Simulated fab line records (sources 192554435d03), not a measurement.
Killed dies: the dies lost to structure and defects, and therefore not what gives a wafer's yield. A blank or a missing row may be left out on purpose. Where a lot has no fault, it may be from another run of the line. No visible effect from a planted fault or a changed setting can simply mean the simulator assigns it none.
3 desks, one fault    flow n5Finfet    numbers are kept per desk, each desk with only its own; the story behind them comes last

METROLOGY DESK
Lot by lot, what the gauges showed, no matter which tool ran the lot: averages of those sampled wafers that carry a number. If a lot's mean is further than 4 standard deviations from the usual mean, the lot is out of limits and carries the mark OUT (the distance appears in the brackets). 7 of its 12 readings are shown: the first one out of limits and those lying furthest out on some lot.
Columns: A = cdNm at N5_BEOL_M2_CD_MEAS_11, usual 16.76 nm; B = cdNm at N5_BEOL_M2_CD_MEAS_18, usual 17.89 nm; C = DIBL_N at N5_BEOL_M4_RC_MEAS_101, usual 35.9 mV/V; D = DIBL_P at N5_BEOL_M4_RC_MEAS_101, usual 35.9 mV/V; E = ION_N at N5_BEOL_M4_RC_MEAS_101, usual 673 uA/um; F = ION_P at N5_BEOL_M4_RC_MEAS_101, usual 462 uA/um; G = VT_N at N5_BEOL_M4_RC_MEAS_101, usual 250.3 mV
lot   first seen here  A                 B                 C     D     E    F    G
L766  day 6 20:41      16.68             17.84             35.4  36.0  679  460  248.2
L769  day 7 09:10      16.69             17.81             36.4  36.5  677  459  252.7
L772  day 8 14:14      18.44 (+6.7) OUT  19.72 (+6.1) OUT  -     -     -    -    -
L773  day 8 14:25      16.76             17.78             36.8  36.5  686  468  246.4
L774  day 9 04:42      18.37 (+6.4) OUT  19.09             -     -     -    -    -
L777  day 9 17:18      16.58             17.78             34.7  33.9  681  468  248.4
L779  day 9 23:51      16.66             17.97             33.7  35.4  684  473  249.6
L781  day 10 11:18     16.75             17.84             35.4  34.8  666  463  251.3
L783  day 10 21:36     16.61             17.71             34.7  36.4  676  468  251.6
This desk finds L772, L774 out of limits, L772 being first, at day 8 14:14 (cdNm at N5_BEOL_M2_CD_MEAS_11). In limits: L766, L769, L773, L777, L779, L781, L783.

DESK OF THE TOOL OWNER: euvScanner-01
The tool's own readings at N5_BEOL_M2_EXPOSE_08 (exposes mask M2): means of the sampled wafers that have a number, for each lot that ran on this tool. If a lot's mean is further than 4 standard deviations from the usual mean, the lot is out of limits and carries the mark OUT (the distance appears in the brackets).
Columns: A = exposureDoseMJCm2 at N5_BEOL_M2_EXPOSE_08, usual 41.17
lot   first seen here  A
L766  day 6 20:32      41.16
L769  day 7 09:02      41.10
L772  day 8 14:07      44.99 (+71) OUT
L774  day 9 04:34      44.21 (+56) OUT
This desk finds L772, L774 out of limits, L772 being first, at day 8 14:07 (exposureDoseMJCm2 at N5_BEOL_M2_EXPOSE_08). In limits: L766, L769.

THE DEFECT DESK
Lot by lot, what the route's inspections counted, given as the mean of those sampled wafers with a number. If a lot's mean is further than 4 standard deviations from the usual mean, the lot is out of limits and carries the mark OUT (the distance appears in the brackets).
Columns: A = rawDefectCount at N5_BEOL_M2_INSPECT_13, usual 430
lot   first seen here  A
L766  day 6 20:46      396
L769  day 7 09:15      465
L772  day 8 14:20      543
L773  day 8 14:30      372
L774  day 9 04:47      465
L777  day 9 17:23      361
L779  day 9 23:56      528
L781  day 10 11:23     401
L783  day 10 21:43     305
This desk's finding: nothing out of limits on any of the 9 lots.

PUT TOGETHER
At day 8 14:07, on L772, L774, the tool owner's desk was in a position to raise an alarm.
Metrology desk: alarm possible at day 8 14:14 on L772, L774.
No out-of-limits result turned up at the defect desk.
The defect desk has L772, L774 on record, within its limits.
N5_BEOL_M2_EXPOSE_08 was run on euvScanner-01 by each of the lots named.

WHAT WAS PUT IN BY THE SIMULATOR
Process parameters drifting: euvScanner-01 at N5_BEOL_M2_EXPOSE_08, beginning at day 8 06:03. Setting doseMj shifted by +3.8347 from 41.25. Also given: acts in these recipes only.
Lots struck among those shown: L772, L774.
Fault start to first reading out of limits, in hours, per desk: tool owner, 8; metrology, 8.
